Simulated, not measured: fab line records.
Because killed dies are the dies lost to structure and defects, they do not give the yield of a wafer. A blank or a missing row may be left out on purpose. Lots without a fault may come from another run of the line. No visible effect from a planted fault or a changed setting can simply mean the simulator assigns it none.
Chamber matching -- flow nand_harc -- NHARC_A_CONTACT_DESCUM_47 on rie_diel-12 has 4 sister chambers
The step chemistry O2, time 3 s. 27 wafers are shown with their chamber, then 12 later ones without.

## EACH WAFER AND ITS CHAMBER
wafer,chamber,showerhead_plenum_p_Torr (Torr),drypump_motor_current_A (A),oes_product_au (a.u.)
L074.1,3,2.01,5.2,0.997
L074.4,2,2.04,6.3,0.995
L074.5,2,2.04,6.3,0.999
L078.1,3,2.00,5.2,0.995
L078.2,2,2.04,6.3,0.995
L078.6,3,2.00,5.2,0.993
L075.2,0,1.89,5.4,1.007
L075.4,3,2.00,5.3,1.005
L075.6,0,1.89,5.3,1.005
L081.2,3,2.00,5.2,1.002
L081.3,2,2.04,6.3,1.004
L081.5,2,2.04,6.3,1.014
L079.2,2,2.04,6.3,1.005
L079.4,3,2.00,5.3,0.994
L079.6,0,1.89,5.4,1.003
L084.1,2,2.04,6.3,1.003
L084.2,3,2.00,5.2,0.993
L084.4,1,1.98,6.2,1.003
L083.1,3,2.00,5.2,1.010
L083.3,0,1.89,5.4,1.021
L083.5,1,1.98,6.2,1.000
L089.1,1,1.98,6.2,1.002
L089.5,1,1.98,6.2,0.995
L089.6,0,1.89,5.4,1.004
L088.3,0,1.89,5.4,1.024
L088.4,2,2.04,6.3,1.013
L088.6,1,1.97,6.2,1.021

SIGNATURES, as means of the wafers listed above
reading,chamber 0,chamber 1,chamber 2,chamber 3,scatter within a chamber
showerhead_plenum_p_Torr,1.8900,1.9780,2.0400,2.0012,0.0027
drypump_motor_current_A,5.383,6.200,6.300,5.225,0.0319
oes_product_au,1.01067,1.00420,1.00350,0.99862,0.00801
Rule: distance of a wafer from a chamber = root of the sum over the readings of ((wafer's reading minus chamber's mean) / reading's scatter) squared. The wafer belongs to the nearest chamber; if the next one is less than 2 further off, it can't be placed. The scatter is the square root of a quotient: the sum, over the shown wafers, of each reading's squared deviation from its chamber's mean, divided by wafers minus chambers.

## WAFERS WITH NO CHAMBER GIVEN
wafer,showerhead_plenum_p_Torr (Torr),drypump_motor_current_A (A),oes_product_au (a.u.)
L092.1,2.00,5.2,0.997
L092.3,1.89,5.4,0.995
L092.4,1.97,6.2,1.005
L096.1,1.97,6.2,1.000
L096.3,1.88,5.3,1.015
L096.5,2.00,5.2,1.009
L095.2,1.97,6.2,0.994
L095.4,1.88,5.3,1.012
L095.6,2.03,6.3,0.993
L097.1,2.00,5.3,0.998
L097.2,1.97,6.2,1.009
L097.3,2.03,6.2,1.001

## WHICH CHAMBER EACH WENT THROUGH
wafer,from the rows above,in truth
L092.1,3,3
L092.3,0,0
L092.4,1,1
L096.1,1,1
L096.3,0,0
L096.5,3,3
L095.2,1,1
L095.4,0,0
L095.6,2,2
L097.1,3,3
L097.2,1,1
L097.3,2,2
Correctly placed: 12 of 12. Not placeable from these rows: 0. 0 placed wrongly.
